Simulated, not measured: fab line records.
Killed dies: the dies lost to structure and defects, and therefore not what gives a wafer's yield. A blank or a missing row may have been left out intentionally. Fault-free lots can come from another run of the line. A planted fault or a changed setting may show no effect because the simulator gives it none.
What tool caused it? || flow nand_harc || Sampling: 12 lots, 36 wafers, 6 of 1302 route steps

== WHAT THE GAUGES READ, wafer by wafer ==
NHARC_A_SOURCE_PLATE_THK_MEAS_09: measures by ellipsometry.
{"lot": "L658", "measured": "day 7 05:57", "on": "film_metro-02", "thk_nm (nm)": "9.3 9.2 10.0"}
{"lot": "L659", "measured": "day 7 12:02", "on": "film_metro-02", "thk_nm (nm)": "9.0 8.4 8.6"}
{"lot": "L662", "measured": "day 8 21:23", "on": "film_metro-01", "thk_nm (nm)": "7.4 10.2 10.1"}
{"lot": "L666", "measured": "day 10 22:28", "on": "film_metro-02", "thk_nm (nm)": "10.4 9.5 10.1"}
{"lot": "L667", "measured": "day 11 02:07", "on": "film_metro-01", "thk_nm (nm)": "9.2 11.3 10.8"}
{"lot": "L668", "measured": "day 11 18:14", "on": "film_metro-02", "thk_nm (nm)": "8.1 9.9 9.8"}
{"lot": "L675", "measured": "day 14 05:14", "on": "film_metro-01", "thk_nm (nm)": "9.0 9.5 8.8"}
{"lot": "L676", "measured": "day 14 21:32", "on": "film_metro-01", "thk_nm (nm)": "8.6 8.8 8.7"}
{"lot": "L677", "measured": "day 15 03:38", "on": "film_metro-02", "thk_nm (nm)": "11.8 8.6 8.9"}
{"lot": "L678", "measured": "day 15 15:19", "on": "film_metro-01", "thk_nm (nm)": "8.6 8.2 7.9"}
{"lot": "L680", "measured": "day 16 12:07", "on": "film_metro-01", "thk_nm (nm)": "9.4 9.6 10.7"}
{"lot": "L681", "measured": "day 16 21:14", "on": "film_metro-01", "thk_nm (nm)": "11.3 9.1 8.3"}

NHARC_A_SOURCE_PLATE_INSPECT_08.
{"lot": "L658", "measured": "day 7 19:05", "on": "defect_inspect-01", "raw_defect_count": "89 69 73"}
{"lot": "L659", "measured": "day 8 05:23", "on": "defect_inspect-02", "raw_defect_count": "109 86 94"}
{"lot": "L662", "measured": "day 9 10:27", "on": "defect_inspect-02", "raw_defect_count": "78 63 61"}
{"lot": "L666", "measured": "day 11 11:23", "on": "defect_inspect-01", "raw_defect_count": "592 613 583"}
{"lot": "L667", "measured": "day 11 17:31", "on": "defect_inspect-01", "raw_defect_count": "631 591 556"}
{"lot": "L668", "measured": "day 12 07:15", "on": "defect_inspect-02", "raw_defect_count": "602 585 599"}
{"lot": "L675", "measured": "day 14 17:54", "on": "defect_inspect-02", "raw_defect_count": "24 45 43"}
{"lot": "L676", "measured": "day 15 10:39", "on": "defect_inspect-01", "raw_defect_count": "79 36 40"}
{"lot": "L677", "measured": "day 15 18:59", "on": "defect_inspect-02", "raw_defect_count": "60 48 51"}
{"lot": "L678", "measured": "day 16 05:33", "on": "defect_inspect-02", "raw_defect_count": "31 33 36"}
{"lot": "L680", "measured": "day 17 01:22", "on": "defect_inspect-02", "raw_defect_count": "61 56 34"}
{"lot": "L681", "measured": "day 17 09:47", "on": "defect_inspect-01", "raw_defect_count": "39 39 40"}

NHARC_A_ONON_D1_THK_MEAS_02: measures by ellipsometry.
{"lot": "L658", "measured": "day 7 19:40", "on": "film_metro-02", "thk_nm (nm)": "989 988 989"}
{"lot": "L659", "measured": "day 8 05:58", "on": "film_metro-02", "thk_nm (nm)": "994 993 993"}
{"lot": "L662", "measured": "day 9 11:02", "on": "film_metro-01", "thk_nm (nm)": "993 992 994"}
{"lot": "L666", "measured": "day 11 11:59", "on": "film_metro-02", "thk_nm (nm)": "1007 1005 1005"}
{"lot": "L667", "measured": "day 11 18:05", "on": "film_metro-02", "thk_nm (nm)": "989 990 989"}
{"lot": "L668", "measured": "day 12 07:53", "on": "film_metro-02", "thk_nm (nm)": "982 982 980"}
{"lot": "L675", "measured": "day 14 18:29", "on": "film_metro-01", "thk_nm (nm)": "988 987 989"}
{"lot": "L676", "measured": "day 15 11:14", "on": "film_metro-02", "thk_nm (nm)": "1009 1012 1008"}
{"lot": "L677", "measured": "day 15 19:34", "on": "film_metro-01", "thk_nm (nm)": "1003 1000 1002"}
{"lot": "L678", "measured": "day 16 06:08", "on": "film_metro-02", "thk_nm (nm)": "1016 1018 1016"}
{"lot": "L680", "measured": "day 17 01:57", "on": "film_metro-01", "thk_nm (nm)": "989 988 989"}
{"lot": "L681", "measured": "day 17 10:21", "on": "film_metro-01", "thk_nm (nm)": "1006 1004 1007"}

NHARC_END_SORT_01.
{"lot": "L666", "measured": "day 27 23:22", "on": "prober-02", "killed_at_array": "367 375 358", "killed_at_other": "2 1 0", "killed_at_periphery": "5 2 4", "killed_dies": "374 378 362", "killed_open": "3 0 2", "killed_short": "1 3 0"}
{"lot": "L667", "measured": "day 28 12:00", "on": "prober-02", "killed_at_array": "417 408 394", "killed_at_other": "1 1 0", "killed_at_periphery": "1 2 1", "killed_dies": "419 411 395", "killed_open": "2 2 3", "killed_short": "2 2 2"}
{"lot": "L668", "measured": "day 29 03:15", "on": "prober-01", "killed_at_array": "389 409 377", "killed_at_other": "0 0 0", "killed_at_periphery": "0 1 0", "killed_dies": "389 410 377", "killed_open": "1 1 2", "killed_short": "2 4 1"}

== WHAT TOOL EACH LOT RAN ON (gives the tool, then ch and the chambers of the sampled wafers, and finally the start) ==
{"lot": "L658", "NHARC_A_ZERO_WELL_DESCUM_12": "rie_diel-06 ch 0,2,3, day 6 21:47", "NHARC_A_SOURCE_PLATE_OXIDE_02": "furnace-04 ch 0, day 7 01:52"}
{"lot": "L659", "NHARC_A_ZERO_WELL_DESCUM_12": "rie_diel-06 ch 0,2,3, day 7 03:28", "NHARC_A_SOURCE_PLATE_OXIDE_02": "furnace-05 ch 0, day 7 08:01"}
{"lot": "L662", "NHARC_A_ZERO_WELL_DESCUM_12": "rie_diel-06 ch 1,2,3, day 8 12:56", "NHARC_A_SOURCE_PLATE_OXIDE_02": "furnace-04 ch 0, day 8 17:19"}
{"lot": "L666", "NHARC_A_ZERO_WELL_DESCUM_12": "rie_diel-12 ch 0,2,3, day 10 12:40", "NHARC_A_SOURCE_PLATE_OXIDE_02": "furnace-04 ch 0, day 10 18:26"}
{"lot": "L667", "NHARC_A_ZERO_WELL_DESCUM_12": "rie_diel-06 ch 2,3, day 10 17:32", "NHARC_A_SOURCE_PLATE_OXIDE_02": "furnace-04 ch 0, day 10 22:06"}
{"lot": "L668", "NHARC_A_ZERO_WELL_DESCUM_12": "rie_diel-01 ch 0,2, day 11 08:20", "NHARC_A_SOURCE_PLATE_OXIDE_02": "furnace-04 ch 0, day 11 14:10"}
{"lot": "L675", "NHARC_A_ZERO_WELL_DESCUM_12": "rie_diel-12 ch 2,3, day 13 20:35", "NHARC_A_SOURCE_PLATE_OXIDE_02": "furnace-05 ch 0, day 14 01:08"}
{"lot": "L676", "NHARC_A_ZERO_WELL_DESCUM_12": "rie_diel-12 ch 1,2,3, day 14 09:59", "NHARC_A_SOURCE_PLATE_OXIDE_02": "furnace-04 ch 0, day 14 17:28"}
{"lot": "L677", "NHARC_A_ZERO_WELL_DESCUM_12": "rie_diel-06 ch 0,1, day 14 18:49", "NHARC_A_SOURCE_PLATE_OXIDE_02": "furnace-05 ch 0, day 14 23:32"}
{"lot": "L678", "NHARC_A_ZERO_WELL_DESCUM_12": "rie_diel-06 ch 1,2,3, day 15 05:36", "NHARC_A_SOURCE_PLATE_OXIDE_02": "furnace-04 ch 0, day 15 11:15"}
{"lot": "L680", "NHARC_A_ZERO_WELL_DESCUM_12": "rie_diel-12 ch 1,2,3, day 16 03:58", "NHARC_A_SOURCE_PLATE_OXIDE_02": "furnace-04 ch 0, day 16 08:01"}
{"lot": "L681", "NHARC_A_ZERO_WELL_DESCUM_12": "rie_diel-06 ch 2,3, day 16 12:39", "NHARC_A_SOURCE_PLATE_OXIDE_02": "furnace-01 ch 0, day 16 17:10"}
- NHARC_A_ZERO_WELL_DESCUM_12: chemistry O2, time 3 s.
- NHARC_A_SOURCE_PLATE_OXIDE_02: material SiO2, target thk 10 nm, ox time 1362 s.

== WHAT THE TOOLS THEMSELVES READ (means of the sampled wafers that have a number; where no wafer has one, the mark that the record gives instead) ==
NHARC_A_ZERO_WELL_DESCUM_12.
{"lot": "L658", "tool": "rie_diel-06", "drypump_motor_current_A (A)": 5.6, "oes_product_au (a.u.)": 1.013, "rf_vpp_V (V)": 57.7, "showerhead_plenum_p_Torr (Torr)": 1.87, "throttle_valve_pct (%)": 11.315}
{"lot": "L659", "tool": "rie_diel-06", "drypump_motor_current_A (A)": 5.6, "oes_product_au (a.u.)": 1.023, "rf_vpp_V (V)": 57.9, "showerhead_plenum_p_Torr (Torr)": 1.87, "throttle_valve_pct (%)": 11.318}
{"lot": "L662", "tool": "rie_diel-06", "drypump_motor_current_A (A)": 5.4, "oes_product_au (a.u.)": 1.009, "rf_vpp_V (V)": 57.8, "showerhead_plenum_p_Torr (Torr)": 1.91, "throttle_valve_pct (%)": 11.312}
{"lot": "L666", "tool": "rie_diel-12", "drypump_motor_current_A (A)": 5.6, "oes_product_au (a.u.)": 1.006, "rf_vpp_V (V)": 58.6, "showerhead_plenum_p_Torr (Torr)": 1.94, "throttle_valve_pct (%)": 11.310}
{"lot": "L667", "tool": "rie_diel-06", "drypump_motor_current_A (A)": 5.6, "oes_product_au (a.u.)": 1.021, "rf_vpp_V (V)": 57.9, "showerhead_plenum_p_Torr (Torr)": 1.95, "throttle_valve_pct (%)": 11.315}
{"lot": "L668", "tool": "rie_diel-01", "drypump_motor_current_A (A)": 5.2, "oes_product_au (a.u.)": 1.006, "rf_vpp_V (V)": 57.4, "showerhead_plenum_p_Torr (Torr)": 1.97, "throttle_valve_pct (%)": 11.300}
{"lot": "L675", "tool": "rie_diel-12", "drypump_motor_current_A (A)": 5.5, "oes_product_au (a.u.)": 1.014, "rf_vpp_V (V)": 57.3, "showerhead_plenum_p_Torr (Torr)": 1.87, "throttle_valve_pct (%)": 11.319}
{"lot": "L676", "tool": "rie_diel-12", "drypump_motor_current_A (A)": 5.8, "oes_product_au (a.u.)": 1.002, "rf_vpp_V (V)": 57.6, "showerhead_plenum_p_Torr (Torr)": 1.95, "throttle_valve_pct (%)": 11.316}
{"lot": "L677", "tool": "rie_diel-06", "drypump_motor_current_A (A)": 5.4, "oes_product_au (a.u.)": 0.991, "rf_vpp_V (V)": 58.5, "showerhead_plenum_p_Torr (Torr)": 1.83, "throttle_valve_pct (%)": 11.305}
{"lot": "L678", "tool": "rie_diel-06", "drypump_motor_current_A (A)": 5.4, "oes_product_au (a.u.)": 0.984, "rf_vpp_V (V)": 57.7, "showerhead_plenum_p_Torr (Torr)": 1.91, "throttle_valve_pct (%)": 11.316}
{"lot": "L680", "tool": "rie_diel-12", "drypump_motor_current_A (A)": 5.8, "oes_product_au (a.u.)": 1.004, "rf_vpp_V (V)": 58.1, "showerhead_plenum_p_Torr (Torr)": 1.94, "throttle_valve_pct (%)": 11.308}
{"lot": "L681", "tool": "rie_diel-06", "drypump_motor_current_A (A)": 5.6, "oes_product_au (a.u.)": 1.011, "rf_vpp_V (V)": 56.6, "showerhead_plenum_p_Torr (Torr)": 1.87, "throttle_valve_pct (%)": 11.319}

NHARC_A_SOURCE_PLATE_OXIDE_02.
{"lot": "L658", "tool": "furnace-04", "spike_tc_top_C (C)": 907.2, "spike_tc_upper_C (C)": 901.8, "tube_center_temp_C (C)": 899.96, "zone_power_top_pct (%)": 37.8, "zone_power_upper_pct (%)": 18.2}
{"lot": "L659", "tool": "furnace-05", "spike_tc_top_C (C)": 911.8, "spike_tc_upper_C (C)": 898.5, "tube_center_temp_C (C)": 900.10, "zone_power_top_pct (%)": 37.2, "zone_power_upper_pct (%)": 17.0}
{"lot": "L662", "tool": "furnace-04", "spike_tc_top_C (C)": 907.7, "spike_tc_upper_C (C)": 902.2, "tube_center_temp_C (C)": 900.00, "zone_power_top_pct (%)": 37.8, "zone_power_upper_pct (%)": 18.2}
{"lot": "L666", "tool": "furnace-04", "spike_tc_top_C (C)": 907.8, "spike_tc_upper_C (C)": 901.1, "tube_center_temp_C (C)": 899.92, "zone_power_top_pct (%)": 37.4, "zone_power_upper_pct (%)": 18.2}
{"lot": "L667", "tool": "furnace-04", "spike_tc_top_C (C)": 906.9, "spike_tc_upper_C (C)": 901.2, "tube_center_temp_C (C)": 899.99, "zone_power_top_pct (%)": 37.7, "zone_power_upper_pct (%)": 18.3}
{"lot": "L668", "tool": "furnace-04", "spike_tc_top_C (C)": 908.1, "spike_tc_upper_C (C)": 901.7, "tube_center_temp_C (C)": 900.00, "zone_power_top_pct (%)": 37.9, "zone_power_upper_pct (%)": 18.1}
{"lot": "L675", "tool": "furnace-05", "spike_tc_top_C (C)": 912.3, "spike_tc_upper_C (C)": 899.0, "tube_center_temp_C (C)": 900.11, "zone_power_top_pct (%)": 37.5, "zone_power_upper_pct (%)": 17.1}
{"lot": "L676", "tool": "furnace-04", "spike_tc_top_C (C)": 907.0, "spike_tc_upper_C (C)": 902.2, "tube_center_temp_C (C)": 899.97, "zone_power_top_pct (%)": 37.7, "zone_power_upper_pct (%)": 18.3}
{"lot": "L677", "tool": "furnace-05", "spike_tc_top_C (C)": 912.6, "spike_tc_upper_C (C)": 898.9, "tube_center_temp_C (C)": 899.98, "zone_power_top_pct (%)": 37.3, "zone_power_upper_pct (%)": 17.1}
{"lot": "L678", "tool": "furnace-04", "spike_tc_top_C (C)": 907.8, "spike_tc_upper_C (C)": 901.2, "tube_center_temp_C (C)": 899.96, "zone_power_top_pct (%)": 38.0, "zone_power_upper_pct (%)": 18.2}
{"lot": "L680", "tool": "furnace-04", "spike_tc_top_C (C)": 906.9, "spike_tc_upper_C (C)": 901.3, "tube_center_temp_C (C)": 900.03, "zone_power_top_pct (%)": 37.5, "zone_power_upper_pct (%)": 18.3}
{"lot": "L681", "tool": "furnace-01", "spike_tc_top_C (C)": 914.2, "spike_tc_upper_C (C)": 900.0, "tube_center_temp_C (C)": 900.00, "zone_power_top_pct (%)": 33.7, "zone_power_upper_pct (%)": 18.4}

== THE ANSWER, worked out from the rows above alone ==
Rule: usual is defined by the lots themselves. The widest of any qualifying gaps counts: lots, ordered by their means at a reading, are off when they make up no more than a third of the lots, leave a main group of 4 or more, and stand apart from it by 3 or more times the standard deviation of that group's means. Not used: any main group whose means are identical at the precision the tables above print for the reading. Also off: a lot with no number at a reading for which 4 or more lots have one. Where the step has rows for the other lots, those lots are counted as sound. The gauges are gone through in route order, then the tools' own readings, and for those a lot's mean is taken as printed above. The first step at which some lot is off is used, and at that step the reading that is off furthest; a lot without a number counts as furthest.
Off, at NHARC_A_SOURCE_PLATE_INSPECT_08 on raw_defect_count: L666, L667, L668. Main group: mean 56, sd 19.
If a tool, at a process step before that reading, ran all the lots that are off and no sound lot after the first of them, it fits. Those tools and the gauges at NHARC_A_SOURCE_PLATE_INSPECT_08 are tried in the same way. None of those tried fits.

== WHAT THE SIMULATOR HAD INSERTED ==
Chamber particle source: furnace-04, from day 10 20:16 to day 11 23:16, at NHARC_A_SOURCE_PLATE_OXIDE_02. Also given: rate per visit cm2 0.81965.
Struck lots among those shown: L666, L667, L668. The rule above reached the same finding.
